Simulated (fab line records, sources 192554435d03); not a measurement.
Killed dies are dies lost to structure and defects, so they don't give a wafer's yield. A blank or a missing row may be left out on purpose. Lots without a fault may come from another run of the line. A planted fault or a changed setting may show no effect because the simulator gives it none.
A struck lot beside a sound one | flow n5_finfet | 17 steps out of a route of 1938
Sound: wafers L419.3, L419.5, L419.6. Struck: wafers L409.1, L409.4, L409.5. The cause comes at the end.
At each step with rows: each side's tool, then ch and its chambers, then its first start. Under that, the readings that differ: sound wafers | struck wafers | difference of the means | sigmas: that difference in standard deviations of wafers without a fault.
alike: readings whose means differ by less than 2 such deviations, and words and numbers that are the same on both sides. not compared: withheld readings, readings that some wafer has no value for, bounds like >300 that may hide the same value, and numbers for which the record gives no deviation and whose values overlap.
The two part at a step that has a row with sigmas, a row that says differs or no value, or rows on one side only. Numbers that don't overlap but have no deviation are shown without sigmas and don't part them. A reading that every wafer of one side lacks parts them only if that side has two wafers or more.

first, 11 steps without rows for these wafers: N5_DUMMY_GATE_ETCH_36 (etches SiARC in CF4, target depth 13 nm); N5_DUMMY_GATE_ETCH_37 (etches SOC in N2/H2, target depth 60 nm, overetch 30 nm); N5_DUMMY_GATE_STRIP_38 (strips in N2/H2); N5_DUMMY_GATE_STRIP_39 (strips in N2/H2); N5_DUMMY_GATE_TRIM_49 (chemistry O2, time 29 s, target cd 14 nm); N5_DUMMY_GATE_STRIP_40 (strips in CF4); N5_DUMMY_GATE_ETCH_31 (etches SiO2 in C4F6/O2, target depth 82.5 nm, time 27.5 s); N5_DUMMY_GATE_STRIP_41 (strips in O2); N5_DUMMY_GATE_HM_OPEN_21 (chemistry CH3F/O2, target SiNx, target depth 120 nm, time 171.4 s); N5_DUMMY_GATE_ETCH_32 (etches SiO2 in CF4, target depth 3.5 nm, time 3.9 s); N5_DUMMY_GATE_ETCH_23 (etches poly-Si in HBr/Cl2/O2, target depth 41 nm, time 22.3 s).
N5_DUMMY_GATE_ETCH_44: etches poly-Si in HBr/O2, stops on SiO2, target depth 127.5 nm.
  sound on rie_si-04 ch 1,2,3, day 8 14:06; struck on rie_si-04 ch 0,1, day 6 01:24
  no value came back on the struck wafers for any of 5 readings (HBr_flow_sccm (sccm), O2_flow_sccm (sccm) and others); on the sound wafers HBr_flow_sccm (sccm) reads 120.9 120.3 120.1
  reading                     | sound          | struck       | difference | sigmas
  model.DUMMY_GATE.cd_nm (nm) | 15.4 15.4 15.6 | 14 14.2 13.6 | -2         |
  not compared: rf_hours_counter_h
N5_DUMMY_GATE_CD_MEAS_24: target cd 15 nm.
  sound on cd_sem-03, day 8 14:13; struck on cd_sem-01, day 6 01:31
  reading    | sound          | struck         | difference | sigmas
  cd_nm (nm) | 15.8 15.4 15.7 | 14.0 14.6 13.7 | -1.5       | -5
N5_DUMMY_GATE_ETCH_42: etches SiO2 in CHF3/O2, target depth 3.5 nm, time 31 s.
  sound on rie_diel-01 ch 1,2,3, day 8 14:15; struck on rie_diel-05 ch 0,1,2, day 6 01:34
  reading                     | sound          | struck       | difference | sigmas
  model.DUMMY_GATE.cd_nm (nm) | 15.4 15.4 15.8 | 14 14.4 13.6 | -2         |
  alike: CHF3_flow_sccm, O2_flow_sccm, drypump_motor_current_A, oes_ar_750_au, oes_product_au, rf_vpp_V, showerhead_plenum_p_Torr, throttle_valve_pct
  not compared: rf_hours_counter_h
then, 1 step without rows for these wafers: N5_DUMMY_GATE_STRIP_48 (strips in N2/H2, time 20 s).
N5_BEOL_M4_RC_MEAS_101:
  the record has rows for the sound wafers here (prober-02 ch 0, day 13 12:26) and none for the struck ones
-- the record jumps here: 10 days lie between the struck wafers' starts before and after (it left off in module BEOL_M4 and takes up again in module PASSIVATION, whose first step shown is number 1936 of the route) --
N5_PASSIVATION_PROBE_49:
  the record has rows for the struck wafers here (prober-01, day 15 21:04) and none for the sound ones

WHERE THEY PART
First at N5_DUMMY_GATE_ETCH_44; last, within this record, at N5_PASSIVATION_PROBE_49.

WHY: what the simulator had put in
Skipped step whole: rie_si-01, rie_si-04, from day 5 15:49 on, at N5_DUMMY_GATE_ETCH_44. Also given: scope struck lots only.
